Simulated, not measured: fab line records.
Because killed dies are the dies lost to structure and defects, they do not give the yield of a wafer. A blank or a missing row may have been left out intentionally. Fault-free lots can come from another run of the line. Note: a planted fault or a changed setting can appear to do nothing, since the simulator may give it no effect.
Which of the tools did it? | flow nand harc | 13 lots with 39 wafers sampled at 5 steps, on a route of 1302 steps

## WHAT EACH GAUGE READ, for each wafer
NHARC_END_SORT_01. Usual: defect limited yield 92.0 %, standard deviation 2.6; killed at array 50, standard deviation 17; killed at other 0.7, standard deviation 1; killed at periphery 3.4, standard deviation 2.4; killed dies 54, standard deviation 17; killed open 3.3, standard deviation 1.7; killed short 2.5, standard deviation 1.6; sort_bin_2_pct 2.8 %, standard deviation 1.1; sort_bin_3_pct 0.5 %, standard deviation 0.33; sort_bin_4_pct 4.6 %, standard deviation 1.5; sort n pass 623, standard deviation 17; sort rim yield pct 92 %, standard deviation 3.8; sort yield pct 92.0 %, standard deviation 2.6.
lot  | measured     | on        | defect limited yield (%) | killed at array | killed at other | killed at periphery | killed dies | killed open | killed short | sort_bin_2_pct (%) | sort_bin_3_pct (%) | sort_bin_4_pct (%) | sort n pass | sort rim yield pct (%) | sort yield pct (%) | flag
L169 | day 24 15:04 | prober-02 | 92.3 87.0 87.4           | 51 86 83        | 0 0 0           | 1 2 2               | 52 88 85    | 4 5 3       | 1 4 0        | 2.4 4.6 4.3        | 0.1 1.0 1.2        | 5.2 7.4 7.1        | 625 589 592 | 84 91 88               | 92.3 87.0 87.4     |
L170 | day 25 01:04 | prober-02 | 89.7 93.8 91.7           | 66 37 56        | 0 0 0           | 4 5 0               | 70 42 56    | 4 4 1       | 4 2 6        | 3.1 2.5 3.4        | 1.2 0.7 0.7        | 6.1 3.0 4.1        | 607 635 621 | 92 90 99               | 89.7 93.8 91.7     |
L176 | day 26 20:01 | prober-01 | 94.8 92.9 94.5           | 32 39 30        | 1 1 0           | 2 8 7               | 35 48 37    | 5 3 4       | 3 5 4        | 0.7 1.5 2.2        | 0.1 0.7 0.6        | 4.3 4.9 2.7        | 642 629 640 | 96 92 92               | 94.8 92.9 94.5     |
L180 | day 29 02:09 | prober-02 | 90.1 91.3 88.3           | 62 55 74        | 0 1 0           | 5 3 5               | 67 59 79    | 4 4 2       | 2 1 2        | 4.3 2.8 5.3        | 0.7 0.6 0.7        | 4.9 5.3 5.6        | 610 618 598 | 95 86 92               | 90.1 91.3 88.3     |
L181 | day 29 17:14 | prober-02 | 90.1 90.3 91.6           | 65 60 49        | 0 0 0           | 2 6 8               | 67 66 57    | 5 3 4       | 1 5 3        | 3.4 2.5 3.0        | 0.4 0.9 0.1        | 6.1 6.4 5.3        | 610 611 620 | 90 86 90               | 90.1 90.3 91.6     |
L184 | day 30 12:41 | prober-01 | 94.4 93.4 92.0           | 34 39 40        | 1 0 0           | 3 6 14              | 38 45 54    | 3 5 3       | 6 3 4        | 1.6 2.8 3.1        | 0.6 0.6 0          | 3.4 3.2 4.9        | 639 632 623 | 94 92 94               | 94.4 93.4 92.0     |
L182 | day 31 22:57 | prober-02 | 93.6 94.2 95.9           | 38 33 25        | 0 1 2           | 5 5 1               | 43 39 28    | 0 5 2       | 5 5 3        | 1.6 2.5 1.5        | 0.6 0.4 0.1        | 4.1 2.8 2.5        | 634 638 649 | 100 87 91              | 93.6 94.2 95.9     |
L185 | day 31 14:28 | prober-02 | 92.0 93.9 93.8           | 49 39 41        | 0 0 0           | 5 2 1               | 54 41 42    | 5 5 5       | 3 2 1        | 2.2 1.8 2.5        | 0.6 0.1 0.1        | 5.2 4.1 3.5        | 623 636 635 | 91 95 97               | 92.0 93.9 93.8     |
L188 | day 33 23:08 | prober-02 | 91.9 91.0 92.9           | 52 55 43        | 0 5 0           | 3 1 5               | 55 61 48    | 5 4 3       | 4 1 2        | 3.1 2.7 2.1        | 0.3 0.3 0          | 4.7 6.1 5.0        | 622 616 629 | 92 91 92               | 91.9 91.0 92.9     |
L189 | day 33 03:11 | prober-02 | 88.9 89.8 89.4           | 75 65 67        | 0 2 0           | 0 2 5               | 75 69 72    | 1 1 3       | 1 3 4        | 3.8 3.8 5.5        | 0.4 0.6 0.3        | 6.8 5.8 4.9        | 602 608 605 | 90 93 92               | 88.9 89.8 89.4     |
L191 | day 33 03:53 | prober-01 | 94.7 95.1 96.0           | 34 31 23        | 1 2 2           | 1 0 2               | 36 33 27    | 5 2 2       | 0 4 0        | 2.2 1.3 0.7        | 0.3 0.1 0.1        | 2.8 3.4 3.1        | 641 644 650 | 98 99 94               | 94.7 95.1 96.0     |
L190 | day 33 11:36 | prober-01 | 91.3 92.3 91.0           | 56 47 56        | 0 1 0           | 3 4 5               | 59 52 61    | 1 3 2       | 2 0 2        | 3.5 3.1 2.5        | 0.6 0.9 0.3        | 4.6 3.7 6.2        | 618 625 616 | 84 95 86               | 91.3 92.3 91.0     |
L192 | day 33 23:09 | prober-01 | 90.7 90.3 91.7           | 56 64 52        | 2 2 1           | 5 0 3               | 63 66 56    | 5 3 4       | 2 1 2        | 3.4 3.0 2.5        | 0.4 0.6 0.4        | 5.5 6.2 5.3        | 614 611 621 | 92 93 92               | 90.7 90.3 91.7     |

## WHICH TOOL RAN EACH LOT (tool, then ch and the chambers of the sampled wafers, then the start)
lot  | NHARC_P_M0_PVD_20                       | NHARC_P_M0_ANNEAL_30             | NHARC_P_M0_DEP_32               | NHARC_P_M1_SOFTBAKE_04
L169 | pvd sputter-02, day 6 00:02 or earlier  | rtp anneal-02 ch 0, day 6 00:02  | pecvd-04 ch 0,2, day 6 00:59    | litho track-01 ch 0, day 6 01:00
L170 | pvd sputter-02, day 6 15:02 or earlier  | rtp anneal-02 ch 0, day 6 15:02  | pecvd-04 ch 0,1, day 6 15:58    | litho track-01 ch 0, day 6 16:00
L176 | pvd sputter-01, day 9 00:17 or earlier  | rtp anneal-02 ch 0, day 9 00:17  | pecvd-02 ch 0,1,2, day 9 01:14  | litho track-04 ch 0, day 9 02:00
L180 | pvd sputter-02, day 10 19:47 or earlier | rtp anneal-02 ch 0, day 10 19:47 | pecvd-03 ch 0,2, day 10 20:42   | litho track-04 ch 0, day 10 21:00
L181 | pvd sputter-02, day 12 03:44 or earlier | rtp anneal-01 ch 0, day 12 03:44 | pecvd-03 ch 0,1,2, day 12 04:43 | litho track-06 ch 0, day 12 05:00
L184 | pvd sputter-01, day 12 04:44 or earlier | rtp anneal-02 ch 0, day 12 04:44 | pecvd-03 ch 0,1,2, day 12 05:42 | litho track-06 ch 0, day 12 06:00
L182 | pvd sputter-01, day 12 12:47 or earlier | rtp anneal-02 ch 0, day 12 12:47 | pecvd-03 ch 0,1,2, day 12 13:45 | litho track-06 ch 0, day 12 14:00
L185 | pvd sputter-01, day 13 05:41 or earlier | rtp anneal-02 ch 0, day 13 05:41 | pecvd-02 ch 0,1,2, day 13 06:46 | litho track-04 ch 0, day 13 07:00
L188 | pvd sputter-01, day 14 09:02 or earlier | rtp anneal-02 ch 0, day 14 09:02 | pecvd-02 ch 0,1,2, day 14 10:00 | litho track-04 ch 0, day 14 10:00
L189 | pvd sputter-01, day 14 19:53 or earlier | rtp anneal-01 ch 0, day 14 19:53 | pecvd-03 ch 0,1,2, day 14 20:50 | litho track-06 ch 0, day 14 21:00
L191 | pvd sputter-03, day 15 03:33 or earlier | rtp anneal-01 ch 0, day 15 03:33 | pecvd-02 ch 1,2, day 15 04:28   | litho track-01 ch 0, day 15 05:00
L190 | pvd sputter-02, day 15 04:10 or earlier | rtp anneal-02 ch 0, day 15 04:10 | pecvd-02 ch 0,1, day 15 05:08   | litho track-06 ch 0, day 15 05:00
L192 | pvd sputter-01, day 15 15:56 or earlier | rtp anneal-02 ch 0, day 15 15:56 | pecvd-03 ch 1,2, day 15 16:56   | litho track-01 ch 0, day 15 17:00
- NHARC_P_M0_PVD_20: deposits TaN, target thk 5 nm, time 8.06 s.
- NHARC_P_M0_ANNEAL_30: time 90 s.
- NHARC_P_M0_DEP_32: deposits SiCN, target thk 30 nm.
- NHARC_P_M1_SOFTBAKE_04: time 55 s.

## WHAT THE TOOLS THEMSELVES READ (means of the sampled wafers that have a number; where no wafer has one, the mark that the record gives instead)
NHARC_P_M0_PVD_20. Usual: cathode dc power W 15000 W, standard deviation 2.9; throttle valve pct 30.2 %, standard deviation 0.88.
lot  | tool           | cathode dc power W (W) | throttle valve pct (%) | flag
L169 | pvd sputter-02 | 15002                  | 30.0                   |
L170 | pvd sputter-02 | 15001                  | 29.9                   |
L176 | pvd sputter-01 | 14999                  | 30.7                   |
L180 | pvd sputter-02 | 15001                  | 29.9                   |
L181 | pvd sputter-02 | 15000                  | 29.9                   |
L184 | pvd sputter-01 | 15004                  | 30.9                   |
L182 | pvd sputter-01 | 15001                  | 29.9                   |
L185 | pvd sputter-01 | 15004                  | 30.2                   |
L188 | pvd sputter-01 | 15001                  | 30.9                   |
L189 | pvd sputter-01 | 14999                  | 30.5                   |
L191 | pvd sputter-03 | 14999                  | 30.2                   |
L190 | pvd sputter-02 | 15001                  | 29.8                   |
L192 | pvd sputter-01 | 15001                  | 29.7                   |

NHARC_P_M0_ANNEAL_30. Usual: wafer_temp_C_max 226.1, standard deviation 0.45.
lot  | tool          | wafer_temp_C_max | flag
L169 | rtp anneal-02 | 225.7            |
L170 | rtp anneal-02 | 225.7            |
L176 | rtp anneal-02 | 225.7            |
L180 | rtp anneal-02 | 225.9            |
L181 | rtp anneal-01 | 226.7            |
L184 | rtp anneal-02 | 225.8            |
L182 | rtp anneal-02 | 226.1            |
L185 | rtp anneal-02 | 225.9            |
L188 | rtp anneal-02 | 225.7            |
L189 | rtp anneal-01 | 226.8            |
L191 | rtp anneal-01 | 226.5            |
L190 | rtp anneal-02 | 225.8            |
L192 | rtp anneal-02 | 225.7            |

NHARC_P_M0_DEP_32. Usual: heater power w 549 W, standard deviation 67.
lot  | tool     | heater power w (W) | flag
L169 | pecvd-04 | 539                |
L170 | pecvd-04 | 487                |
L176 | pecvd-02 | 522                |
L180 | pecvd-03 | 600                |
L181 | pecvd-03 | 603                |
L184 | pecvd-03 | 622                |
L182 | pecvd-03 | 580                |
L185 | pecvd-02 | 557                |
L188 | pecvd-02 | 542                |
L189 | pecvd-03 | 561                |
L191 | pecvd-02 | 524                |
L190 | pecvd-02 | 487                |
L192 | pecvd-03 | 632                |

NHARC_P_M1_SOFTBAKE_04. Usual: heater power total W 188.46 W, standard deviation 0.14.
lot  | tool           | heater power total W (W) | flag
L169 | litho track-01 | 188.50                   |
L170 | litho track-01 | 188.43                   |
L176 | litho track-04 | 195.37                   | OFF
L180 | litho track-04 | 195.56                   | OFF
L181 | litho track-06 | 188.63                   |
L184 | litho track-06 | 188.45                   |
L182 | litho track-06 | 188.50                   |
L185 | litho track-04 | 188.35                   |
L188 | litho track-04 | 188.55                   |
L189 | litho track-06 | 188.41                   |
L191 | litho track-01 | 188.34                   |
L190 | litho track-06 | 188.40                   |
L192 | litho track-01 | 188.33                   |

## THE ANSWER, worked out from the rows above alone
Rule: a lot counts as off when the mean over its wafers that have a number is more than 3 standard deviations away from the usual mean. A lot without any number at a reading at which 4 lots or more have one is off too. Any other lot the step has rows for is counted as sound. The gauges are gone through in route order, then the tools' own readings, and for those a lot's mean is taken as printed above. The first step at which some lot is off is used, and at that step the reading that is off furthest; a lot without a number counts as furthest.
Off, at NHARC_P_M1_SOFTBAKE_04 on heater power total W: L176, L180.
A tool fits if, at that step or a process step before it, it ran every lot that is off, and no sound lot after the first of them. NHARC_P_M0_PVD_20 gives no start for some lots, so the hours and the order of its lots are those of NHARC_P_M0_ANNEAL_30. Not one of the candidates tried fits.

## WHAT THE SIMULATOR HAD PUT IN
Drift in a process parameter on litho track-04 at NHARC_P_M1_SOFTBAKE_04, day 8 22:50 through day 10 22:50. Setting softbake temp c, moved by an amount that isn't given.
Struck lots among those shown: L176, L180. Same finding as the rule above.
